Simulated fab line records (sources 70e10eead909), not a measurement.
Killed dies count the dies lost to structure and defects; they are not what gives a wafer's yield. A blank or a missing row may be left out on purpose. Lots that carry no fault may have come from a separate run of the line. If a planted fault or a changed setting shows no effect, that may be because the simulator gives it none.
Which tool was responsible? | flow nandHarc | 20 wafers from 7 lots sampled at 2 of the route's 1302 steps

## WHAT EACH GAUGE READ, for each wafer
NHARC_A_ONON_D2_THK_MEAS_11: measures by ellipsometry.
lot  | measured     | on           | thkNm (nm)
L614 | day 12 21:47 | filmMetro-02 | 1008 1008 1008
L623 | day 16 06:41 | filmMetro-01 | 1001 602
L626 | day 18 09:48 | filmMetro-01 | 1000 1001 1002
L628 | day 18 09:26 | filmMetro-01 | 998 1001 999
L632 | day 20 00:35 | filmMetro-01 | 1010 1010 1011
L634 | day 21 10:22 | filmMetro-01 | 1015 1017 1016
L636 | day 22 07:59 | filmMetro-01 | 1007 1008 1006

## TOOL THAT RAN EACH LOT (tool first, then ch and the chambers of the sampled wafers, then the start)
lot  | NHARC_A_ONON_D2_DEP_09
L614 | pecvdOnon-03 ch 0, day 12 21:17
L623 | pecvdOnon-03 ch 0, day 16 06:10
L626 | pecvdOnon-02 ch 0, day 18 09:17
L628 | pecvdOnon-02 ch 0, day 18 09:02
L632 | pecvdOnon-03 ch 0, day 20 00:04
L634 | pecvdOnon-01 ch 0, day 21 09:52
L636 | pecvdOnon-01 ch 0, day 22 07:32
- NHARC_A_ONON_D2_DEP_09: target thk 1000 nm.

## THE ANSWER, worked out from the rows above alone
Rule: the usual values come from the lots themselves. Put in order of their means at a reading, lots are off if they are a third of the lots or fewer, leave a main group of 4 or more, and stand apart from it by a gap of 3 or more times the standard deviation of the main group's means; of several such gaps the widest counts. A main group is skipped when, at the precision printed for the reading in the tables above, its means are all equal. Also off: a lot with no number at a reading for which 4 or more lots have one. Any other lot the step has rows for is counted as sound.
Off: L623 (NHARC_A_ONON_D2_THK_MEAS_11, thkNm). The main group has a mean of 1007 nm with a standard deviation of 5.6.
If a tool, at a process step before that reading, ran all the lots that are off and no sound lot after the first of them, it fits. Gauges at NHARC_A_ONON_D2_THK_MEAS_11: tried the same way as those tools. Of those tried, none fits.

## WHAT THE SIMULATOR PUT IN
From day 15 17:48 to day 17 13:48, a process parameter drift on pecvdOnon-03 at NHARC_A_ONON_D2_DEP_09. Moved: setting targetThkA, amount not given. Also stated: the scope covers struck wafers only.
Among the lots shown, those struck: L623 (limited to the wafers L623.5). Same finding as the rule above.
